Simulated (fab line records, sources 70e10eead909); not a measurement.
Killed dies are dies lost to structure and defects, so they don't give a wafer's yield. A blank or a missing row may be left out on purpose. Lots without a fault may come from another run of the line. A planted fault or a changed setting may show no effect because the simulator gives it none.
fab line records | flow nand_harc | part 1 of 2: steps 1 to 23 of 33
record lots=5 wafers=15 last_day=23
route steps=1159 shown A_BLC@987 A_M0@994
lots that met no fault: from a run of the same line without faults
start_h: hours from the record's first day to the start of the lot's first wafer shown | wait_h: hours since the lot's step before | " the same as in the row above | L1.1+2: a row that stands for several wafers | - no value, or no start given | * or withheld: withheld | < > ~ a bound
route shown NAME@n: a module of which the file shows steps, and the number in the route of the first | usual: mean/standard deviation of fault-free wafers | same: alike in all rows | chamber/n: place in a boat | sites: the reading at each site | _std_site: their standard deviation | _edge_site: outer sites' mean less inner sites' | radius_mm: how far each site lies from the wafer's centre | mask NAME#n: copy n | behind: the tool/chamber that last shaped the wafer | hold: why the lot was held/for how many hours/how that ended | device: the transistor (n, p or np) that didn't switch | end of line: the same wafers' tests at the end of the route | a step without rows: its recipe alone | killed: dies lost to structure and defects at the first sort, not the wafer's yield | map: a wafer's dies, x killed, . not, _ none there
set.NAME: the setting as run; set.NAME@STEP: as run at that earlier step | model.NAME: the simulator's own value behind a step, which no gauge read
lots at some steps of the route; a table a step, a row a wafer
services: from which hour (start_h, from the record's first day; less than 0 if before it) a tool's chamber was out of use, for how many hours, and why
## steps
# step NHARC_A_BLC_PVD_32
# recipe target_thk_a=50 chamber_pressure_pa=5 power_w=5000 substrate_temp_c=200 time_s=17.7 material=Ti
# usual throttle_valve_pct=29.6/1.3
# columns lot.wafer tool chamber start_h wait_h throttle_valve_pct
L078.3 pvd_sputter-03 - - - 28.9
L078.1 " - " " 30.4
L078.6 " - " " 28.8
L081.2 pvd_sputter-01 - - - 29.0
L081.4 " - " " 30.3
L081.6 " - " " 30.0
L083.2 pvd_sputter-03 - - - 30.7
L083.4 " - " " 27.0
L083.5 " - " " 29.8
L087.4 pvd_sputter-03 - - - 30.6
L087.1 " - " " 29.6
L087.6 " - " " 29.6
L088.1 pvd_sputter-03 - - - 29.8
L088.3 " - " " 27.1
L088.6 " - " " 29.6
# step NHARC_A_BLC_ALD_23
# recipe target_thk_a=30 pulse_time_s=1 ald_cycles=150 temp_c=450 material=TiN
# usual heater_power_w=1128/83 precursor_pulse_height_rel=0.999/0.02
# columns lot.wafer tool chamber start_h wait_h heater_power_w precursor_pulse_height_rel
L078.1 ald_metal-04 0 434.53 - 1074 0.964
L078.3 " 1 " " 1123 1.017
L078.6 " 3 " " 1061 0.979
L081.2 ald_metal-04 1 438.76 - 1125 0.969
L081.4 " 2 " " 1144 1.017
L081.6 " 1 " " 1137 1.006
L083.4 ald_metal-01 0 474.16 - 1153 0.971
L083.2 " 2 " " 1230 1.001
L083.5 " 1 " " 1066 0.987
L087.1 ald_metal-02 1 482.42 - 1190 1.001
L087.4 " 0 " " 934 0.976
L087.6 " 1 " " 1170 0.993
L088.1 ald_metal-02 1 508.82 - 1172 1.008
L088.3 " 0 " " 962 1.023
L088.6 " 2 " " 1155 1.001
# step NHARC_A_BLC_CVD_24
# recipe target_thk_a=1500 temp_c=300 pressure_torr=40 wf6_flow_sccm=40 h2_flow_sccm=1600 ar_flow_sccm=1560 time_s=434 material=W
# usual heater_power_w=500/39 mfc_ar_sccm=1560/5.3 throttle_valve_pct=7.81/0.2
# columns lot.wafer tool chamber start_h wait_h heater_power_w mfc_ar_sccm throttle_valve_pct
L078.1 cvd_w-01 0 - - 553 1557 7.66
L078.3 " 0 " " 545 1563 7.49
L078.6 " 0 " " 552 1556 7.78
L081.2 cvd_w-01 0 - - 547 1555 7.93
L081.4 " 0 " " 556 1562 7.77
L081.6 " 1 " " 440 1551 7.80
L083.2 cvd_w-02 1 - - 477 1556 8.00
L083.4 " 0 " " 509 1557 7.87
L083.5 " 0 " " 508 1563 7.86
L087.1 cvd_w-02 0 - - 512 1558 8.24
L087.4 " 1 " " 479 1558 8.03
L087.6 " 1 " " 478 1565 7.82
L088.1 cvd_w-02 1 - - 488 1556 8.16
L088.3 " 1 " " 479 1558 7.76
L088.6 " 0 " " 519 1556 7.91
# step NHARC_A_BLC_CMP_25
# recipe t_overpolish_s=30 target_thk_nm=150
# usual motor_current_A=12.2/1.2 overpolish_run_s=30.000/0.009 slurry_flow_ml_min=150.0/0.41 time_to_endpoint_s=28.1/2.8
# columns lot.wafer tool chamber start_h wait_h motor_current_A overpolish_run_s slurry_flow_ml_min time_to_endpoint_s
L078.1 cmp-03 2 435.27 0.5 11.0 30.013 149.9 28.2
L078.3 " 0 " " 10.9 30.009 150.8 28.3
L078.6 " 1 " " 12.3 30.011 149.8 31.1
L081.2 cmp-02 3 439.51 0.4 9.6 30.001 150.0 29.2
L081.4 " 1 " " 13.1 30.006 150.0 31.3
L081.6 " 3 " " 10.0 30.009 149.8 31.3
L083.4 cmp-03 2 477.48 0.3 11.3 30.004 150.0 29.5
L083.2 " 0 " " 10.6 30.012 149.9 26.7
L083.5 " 2 " " 11.3 29.999 150.4 27.4
L087.1 cmp-02 2 493.35 0.4 11.5 29.997 149.8 29.7
L087.4 " 1 " " 12.9 29.999 150.3 30.5
L087.6 " 3 " " 9.9 30.010 149.5 28.4
L088.3 cmp-02 3 511.51 0.3 10.0 29.984 149.7 25.3
L088.1 " 0 " " 13.4 29.998 150.3 32.0
L088.6 " 3 " " 10.0 30.006 150.0 27.0
# step NHARC_A_BLC_SRD_27
# columns lot.wafer tool chamber start_h wait_h
L078.1+6+3 wet_bench-04 3,5,6 435.57 0.0
L081.6+4+2 wet_bench-07 1,3,6 439.81 0.0
L083.5+2+4 wet_bench-07 7,2,4 477.80 0.0
L087.1+6+4 wet_bench-04 2,3,5 493.68 0.0
L088.1+3+6 wet_bench-07 1,3,4 511.83 0.0
# step NHARC_A_BLC_INSPECT_28
# usual raw_defect_count=440/130
# columns lot.wafer tool chamber start_h wait_h raw_defect_count
L078.1 defect_inspect-02 - 435.65 0.1 235
L078.3 " - " " 328
L078.6 " - " " 280
L081.2 defect_inspect-02 - 439.89 0.1 568
L081.4 " - " " 378
L081.6 " - " " 519
L083.2 defect_inspect-02 - 477.88 0.1 566
L083.4 " - " " 744
L083.5 " - " " 425
L087.1 defect_inspect-02 - 493.75 0.1 440
L087.4 " - " " 369
L087.6 " - " " 363
L088.1 defect_inspect-01 - 511.91 0.1 275
L088.3 " - " " 281
L088.6 " - " " 363
# step NHARC_A_M0_DEP_00
# recipe target_thk_a=1500 target_thk_nm=150 temp_c=withheld pressure_torr=5 flow_sccm=200 rf_w=600 material=SiOC
# columns lot.wafer tool chamber start_h wait_h
L078.3+1+6 pecvd-03 0,1,0 435.81 0.2
L081.2+4+6 pecvd-01 0,0,2 439.96 0.1
L083.2+4+5 pecvd-01 0,0,1 478.02 0.1
L087.1+4+6 pecvd-03 0,0,1 493.82 0.1
L088.1+3+6 pecvd-04 1,0,1 512.39 0.5
# step NHARC_A_M0_DEHYDRATE_01
# recipe temp_c=150 time_s=120
# usual chill_plate_temp_C=22.99/0.11
# columns lot.wafer tool chamber start_h wait_h chill_plate_temp_C
L078.1 litho_track-01 0 436.17 - 23.01
L078.3 " 0 " " 22.86
L078.6 " 0 " " 23.08
L081.2 litho_track-06 0 440.36 - 22.91
L081.4 " 0 " " 23.26
L081.6 " 0 " " 22.89
L083.2 litho_track-06 0 478.42 - 23.22
L083.4 " 0 " " 23.05
L083.5 " 0 " " 23.08
L087.1 litho_track-06 0 494.25 - 22.94
L087.4 " 0 " " 23.12
L087.6 " 0 " " 23.07
L088.1 litho_track-06 0 512.80 - 23.11
L088.3 " 0 " " 22.87
L088.6 " 0 " " 22.99
# step NHARC_A_M0_HMDS_02
# recipe time_s=30
# usual chill_plate_temp_C=22.97/0.1
# columns lot.wafer tool chamber start_h wait_h chill_plate_temp_C
L078.1 litho_track-01 0 - - 22.86
L078.3 " 0 " " 22.90
L078.6 " 0 " " 22.82
L081.2 litho_track-06 0 - - 23.21
L081.4 " 0 " " 23.03
L081.6 " 0 " " 23.02
L083.2 litho_track-06 0 - - 22.91
L083.4 " 0 " " 22.90
L083.5 " 0 " " 23.02
L087.1 litho_track-06 0 - - 22.95
L087.4 " 0 " " 22.92
L087.6 " 0 " " 22.91
L088.1 litho_track-06 0 - - 22.89
L088.3 " 0 " " 22.96
L088.6 " 0 " " 23.00
# step NHARC_A_M0_COAT_33
# recipe temp_c=200 time_s=65
# usual chill_plate_temp_C=23.02/0.091
# columns lot.wafer tool chamber start_h wait_h chill_plate_temp_C
L078.1 litho_track-01 0 - - 23.11
L078.3 " 0 " " 22.98
L078.6 " 0 " " 23.23
L081.2 litho_track-06 0 - - 23.07
L081.4 " 0 " " 23.19
L081.6 " 0 " " 23.09
L083.2 litho_track-06 0 - - 23.07
L083.4 " 0 " " 23.05
L083.5 " 0 " " 23.07
L087.1 litho_track-06 0 - - 23.09
L087.4 " 0 " " 22.96
L087.6 " 0 " " 23.19
L088.1 litho_track-06 0 - - 22.82
L088.3 " 0 " " 22.92
L088.6 " 0 " " 22.84
# step NHARC_A_M0_COAT_03
# recipe spin_rpm=1500 resist_thk_nm=90
# usual chill_plate_temp_C=23.00/0.12 spin_speed_rpm=1500.0/1.1
# columns lot.wafer tool chamber start_h wait_h chill_plate_temp_C spin_speed_rpm
L078.1 litho_track-01 0 - - 23.06 1499.4
L078.3 " 0 " " 22.92 1500.4
L078.6 " 0 " " 22.85 1501.2
L081.2 litho_track-06 0 - - 23.17 1499.5
L081.4 " 0 " " 23.26 1498.6
L081.6 " 0 " " 23.10 1501.2
L083.2 litho_track-06 0 - - 23.06 1500.6
L083.4 " 0 " " 22.89 1498.6
L083.5 " 0 " " 23.02 1500.0
L087.1 litho_track-06 0 - - 23.05 1500.0
L087.4 " 0 " " 22.92 1498.5
L087.6 " 0 " " 23.04 1499.8
L088.1 litho_track-06 0 - - 22.91 1498.2
L088.3 " 0 " " 23.13 1500.0
L088.6 " 0 " " 22.96 1498.1
# step NHARC_A_M0_SOFTBAKE_04
# recipe temp_c=105 time_s=55
# usual chill_plate_temp_C=23.01/0.1
# columns lot.wafer tool chamber start_h wait_h chill_plate_temp_C
L078.1 litho_track-01 0 - - 23.31
L078.3 " 0 " " 23.19
L078.6 " 0 " " 23.06
L081.2 litho_track-06 0 - - 23.14
L081.4 " 0 " " 23.23
L081.6 " 0 " " 23.18
L083.2 litho_track-06 0 - - 23.12
L083.4 " 0 " " 23.05
L083.5 " 0 " " 23.04
L087.1 litho_track-06 0 - - 23.13
L087.4 " 0 " " 23.07
L087.6 " 0 " " 23.17
L088.1 litho_track-06 0 - - 22.97
L088.3 " 0 " " 22.98
L088.6 " 0 " " 23.05
# step NHARC_A_M0_EBR_05
# usual chill_plate_temp_C=23.02/0.11
# columns lot.wafer tool chamber start_h wait_h chill_plate_temp_C
L078.1 litho_track-01 0 - - 22.92
L078.3 " 0 " " 23.06
L078.6 " 0 " " 22.95
L081.2 litho_track-06 0 - - 23.21
L081.4 " 0 " " 23.26
L081.6 " 0 " " 23.26
L083.2 litho_track-06 0 - - 23.17
L083.4 " 0 " " 22.94
L083.5 " 0 " " 22.99
L087.1 litho_track-06 0 - - 23.13
L087.4 " 0 " " 23.09
L087.6 " 0 " " 23.10
L088.1 litho_track-06 0 - - 23.10
L088.3 " 0 " " 22.93
L088.6 " 0 " " 22.80
# step NHARC_A_M0_EXPOSE_06
# recipe na=1.35 target_cd_nm=80 dose_mj=83.25 mask_id=A_M0
# usual exposure_dose_mJ_cm2=83.25/0.068 focus_offset_nm=0.0/0.55
# columns lot.wafer tool chamber start_h wait_h mask exposure_dose_mJ_cm2 focus_offset_nm
L078.1 arfi_scanner-01 0 436.47 - A_M0#0 83.21 0.4
L078.3 " 0 " " A_M0#0 83.12 0.0
L078.6 " 0 " " A_M0#0 83.25 1.1
L081.2 arfi_scanner-03 0 440.53 - A_M0#0 83.27 0.5
L081.4 " 0 " " A_M0#0 83.24 -0.1
L081.6 " 0 " " A_M0#0 83.25 1.1
L083.2 arfi_scanner-03 0 478.71 - A_M0#0 83.38 -0.5
L083.4 " 0 " " A_M0#0 83.25 -0.9
L083.5 " 0 " " A_M0#0 83.48 -1.1
L087.1 arfi_scanner-03 0 494.54 - A_M0#0 83.20 0.7
L087.4 " 0 " " A_M0#0 83.22 0.2
L087.6 " 0 " " A_M0#0 83.18 0.9
L088.1 arfi_scanner-02 0 513.10 - A_M0#0 83.20 -0.2
L088.3 " 0 " " A_M0#0 83.30 -0.5
L088.6 " 0 " " A_M0#0 83.27 0.3
# step NHARC_A_M0_PEB_07
# recipe peb_temp_c=100 peb_time_s=65
# usual chill_plate_temp_C=23.01/0.11
# columns lot.wafer tool chamber start_h wait_h chill_plate_temp_C
L078.1 litho_track-04 0 436.53 0.1 22.99
L078.3 " 0 " " 23.20
L078.6 " 0 " " 23.15
L081.2 litho_track-04 0 440.59 0.1 22.98
L081.4 " 0 " " 23.10
L081.6 " 0 " " 23.06
L083.2 litho_track-01 0 478.77 0.1 22.91
L083.4 " 0 " " 22.92
L083.5 " 0 " " 22.90
L087.1 litho_track-06 0 494.60 0.1 23.12
L087.4 " 0 " " 22.79
L087.6 " 0 " " 23.02
L088.1 litho_track-01 0 513.16 0.1 23.07
L088.3 " 0 " " 23.11
L088.6 " 0 " " 22.97
# step NHARC_A_M0_DEVELOP_08
# recipe develop_time_s=35 dev_temp_c=23
# usual chill_plate_temp_C=23.01/0.1
# columns lot.wafer tool chamber start_h wait_h chill_plate_temp_C
L078.1 litho_track-04 0 - - 23.05
L078.3 " 0 " " 23.03
L078.6 " 0 " " 22.98
L081.2 litho_track-04 0 - - 22.98
L081.4 " 0 " " 23.10
L081.6 " 0 " " 23.15
L083.2 litho_track-01 0 - - 22.90
L083.4 " 0 " " 23.05
L083.5 " 0 " " 23.10
L087.1 litho_track-06 0 - - 23.15
L087.4 " 0 " " 23.13
L087.6 " 0 " " 23.11
L088.1 litho_track-01 0 - - 22.88
L088.3 " 0 " " 22.89
L088.6 " 0 " " 22.98
# step NHARC_A_M0_CD_MEAS_09
# recipe target_cd_nm=80 landing_energy_ev=500
# usual cd_nm=80.0/0.7
# columns lot.wafer tool chamber start_h wait_h cd_nm
L078.1 cd_sem-01 0 436.61 - 80.5
L078.3 " 0 " " 81.6
L078.6 " 0 " " 80.1
L081.2 cd_sem-01 0 440.67 - 79.5
L081.4 " 0 " " 79.7
L081.6 " 0 " " 80.3
L083.2 cd_sem-03 0 478.85 - 78.5
L083.4 " 0 " " 80.7
L083.5 " 0 " " 79.3
L087.1 cd_sem-01 0 494.68 - 79.6
L087.4 " 0 " " 79.9
L087.6 " 0 " " 80.7
L088.1 cd_sem-01 0 513.24 - 80.6
L088.3 " 0 " " 80.5
L088.6 " 0 " " 80.1
# step NHARC_A_M0_OVL_MEAS_10
# recipe pitch_nm=160
# usual overlay_x_nm=0.4/0.78 overlay_y_nm=-0.1/0.75
# columns lot.wafer tool chamber start_h wait_h overlay_x_nm overlay_y_nm
L078.1 overlay-02 - 436.69 - 0.4 -0.6
L078.3 " - " " 1.0 0.1
L078.6 " - " " 0.8 -0.1
L081.2 overlay-01 - 440.75 - 0.4 -1.5
L081.4 " - " " -0.2 -1.5
L081.6 " - " " -0.2 -1.1
L083.2 overlay-01 - 478.93 - 0.5 -0.7
L083.4 " - " " 0.0 -0.4
L083.5 " - " " 0.3 -0.5
L087.1 overlay-02 - 494.77 - -0.5 1.1
L087.4 " - " " -0.5 0.7
L087.6 " - " " -0.2 0.5
L088.1 overlay-02 - 513.35 - 0.6 0.2
L088.3 " - " " 0.9 -0.3
L088.6 " - " " 0.7 0.6
# step NHARC_A_M0_INSPECT_11
# usual raw_defect_count=35/15
# columns lot.wafer tool chamber start_h wait_h raw_defect_count
L078.1 defect_inspect-01 - 436.73 0.0 24
L078.3 " - " " 21
L078.6 " - " " 21
L081.2 defect_inspect-01 - 440.79 0.0 40
L081.4 " - " " 35
L081.6 " - " " 46
L083.2 defect_inspect-02 - 478.97 0.0 45
L083.4 " - " " 44
L083.5 " - " " 38
L087.1 defect_inspect-01 - 494.81 0.0 54
L087.4 " - " " 45
L087.6 " - " " 36
L088.1 defect_inspect-01 - 513.38 0.0 39
L088.3 " - " " 29
L088.6 " - " " 35
# step NHARC_A_M0_DESCUM_14
# recipe time_s=3 o2_flow_sccm=200 ar_flow_sccm=0 bias_power_w=0 chemistry=O2
# usual drypump_motor_current_A=5.6/0.39 mfc_ar_sccm=0.006/0.0093 oes_product_au=1.004/0.01 rf_vpp_V=58.0/0.95 showerhead_plenum_p_Torr=1.95/0.08 throttle_valve_pct=11.312/0.0087
# columns lot.wafer tool chamber start_h wait_h drypump_motor_current_A mfc_ar_sccm oes_product_au rf_hours_counter_h rf_vpp_V showerhead_plenum_p_Torr throttle_valve_pct
L078.3 rie_diel-02 0 436.79 0.1 5.5 0 1.010 8 57.3 1.95 11.320
L078.1 " 3 " " 4.8 0.008 1.015 7 59.6 2.01 11.318
L078.6 " 1 " " 5.7 0.000 1.006 - 57.6 1.95 11.303
L081.4 rie_diel-02 1 440.86 0.1 5.7 0.000 0.997 9 57.8 1.95 11.311
L081.2 " 2 " " 5.6 0 1.002 7 58.6 2.01 11.310
L081.6 " 1 " " 5.7 0.000 1.006 - 57.7 1.95 11.318
L083.4 rie_diel-13 3 479.05 0.1 5.9 0 0.989 11 58.4 1.95 11.315
L083.2 " 0 " " 5.9 0.020 0.991 13 57.0 1.79 11.323
L083.5 " 1 " " 5.8 0.026 0.986 - 58.1 1.99 11.309
L087.1 rie_diel-04 3 494.87 0.1 5.3 0 1.008 2 58.2 2.02 11.307
L087.4 " 0 " " 6.1 0 0.999 2 55.9 1.97 11.314
L087.6 " 0 " " 6.1 0 0.991 - 58.4 1.97 11.320
L088.1 rie_diel-04 3 513.45 0.1 5.3 0 1.004 3 58.5 2.01 11.310
L088.3 " 1 " " 5.7 0.008 1.020 3 59.2 2.05 11.299
L088.6 " 3 " " 5.3 0 1.001 - 56.9 2.02 11.331
# step NHARC_A_M0_ETCH_34
# recipe target_depth_a=400 overetch_a=120 time_s=43.94 ion_energy_ev=200 n2_flow_sccm=150 h2_flow_sccm=150 ar_flow_sccm=0 rf_w=400 bias_w=150 chemistry=N2/H2
# usual drypump_motor_current_A=5.7/0.37 h2_flow_sccm=150.0/0.45 mfc_ar_sccm=0.006/0.0089 oes_product_au=1.003/0.0097 rf_vpp_V=431.7/2.6 showerhead_plenum_p_Torr=2.09/0.086 throttle_valve_pct=14.171/0.0085
# columns lot.wafer tool chamber start_h wait_h drypump_motor_current_A h2_flow_sccm mfc_ar_sccm oes_product_au rf_hours_counter_h rf_vpp_V showerhead_plenum_p_Torr throttle_valve_pct
L078.3 rie_diel-02 0 436.88 0.1 5.5 149.9 0 1.002 8 431.4 2.08 14.164
L078.1 " 2 " " 5.6 150.1 0 1.007 7 433.3 2.14 14.173
L078.6 " 3 " " 4.8 149.6 0.008 1.011 - 433.7 2.15 14.169
L081.4 rie_diel-02 1 440.94 0.1 5.7 150.2 0.000 1.005 9 431.2 2.08 14.184
L081.2 " 3 " " 4.8 149.9 0.008 1.003 7 432.9 2.15 14.168
L081.6 " 0 " " 5.5 149.7 0 1.006 - 431.1 2.08 14.174
L083.2 rie_diel-13 1 479.12 0.1 5.8 149.6 0.026 1.002 12 433.8 2.12 14.187
L083.4 " 0 " " 5.9 150.4 0.020 1.011 13 426.5 1.90 14.173
L083.5 " 1 " " 5.8 149.5 0.026 1.000 - 431.7 2.12 14.178
L087.1 rie_diel-04 1 494.96 0.1 5.7 150.7 0.008 1.013 2 434.4 2.18 14.174
L087.4 " 2 " " 6.0 149.7 0 1.012 2 427.6 1.95 14.183
L087.6 " 1 " " 5.7 150.2 0.008 1.010 - 435.0 2.18 14.162
L088.3 rie_diel-04 0 513.55 0.1 6.1 150.0 0 1.003 3 432.9 2.10 14.157
L088.1 " 2 " " 6.1 149.9 0 0.998 3 428.9 1.95 14.166
L088.6 " 3 " " 5.3 150.6 0 1.009 - 433.9 2.15 14.163
# step NHARC_A_M0_ETCH_15
# recipe target_depth_a=1500 overetch_a=150 time_s=82.5 c4f8_flow_sccm=withheld ar_flow_sccm=400 rf_w=600 bias_w=300 chemistry=C4F8/Ar
# usual oes_product_au=0.956/0.023 rf_vpp_V=442.0/2.6
# columns lot.wafer tool chamber start_h wait_h oes_product_au rf_hours_counter_h rf_vpp_V
L078.1 rie_diel-02 3 - - 0.933 7 444.3
L078.3 " 0 " " 0.929 8 442.9
L078.6 " 0 " " 0.932 - 442.1
L081.4 rie_diel-02 2 - - 0.973 7 441.9
L081.2 " 3 " " 0.983 7 442.6
L081.6 " 2 " " 0.964 - 441.8
L083.4 rie_diel-13 3 - - 0.960 11 442.2
L083.2 " 1 " " 0.954 12 443.3
L083.5 " 2 " " 0.965 - 435.8
L087.4 rie_diel-04 0 - - 0.957 2 442.4
L087.1 " 2 " " 0.978 2 438.4
L087.6 " 3 " " 0.971 - 443.3
L088.1 rie_diel-04 3 - - 0.949 3 442.7
L088.3 " 0 " " 0.961 3 443.9
L088.6 " 1 " " 0.957 - 444.9
# step NHARC_A_M0_CD_MEAS_16
# usual cd_nm=80.0/0.95
# columns lot.wafer tool chamber start_h wait_h cd_nm
L078.1 cd_sem-03 - 437.09 - 80.9
L078.3 " - " " 82.5
L078.6 " - " " 80.5
L081.2 cd_sem-03 - 441.17 - 79.1
L081.4 " - " " 80.4
L081.6 " - " " 80.9
L083.2 cd_sem-01 - 479.33 - 79.0
L083.4 " - " " 81.5
L083.5 " - " " 80.4
L087.1 cd_sem-01 - 495.17 - 79.9
L087.4 " - " " 79.6
L087.6 " - " " 80.2
L088.1 cd_sem-02 - 513.75 - 79.7
L088.3 " - " " 80.3
L088.6 " - " " 79.7
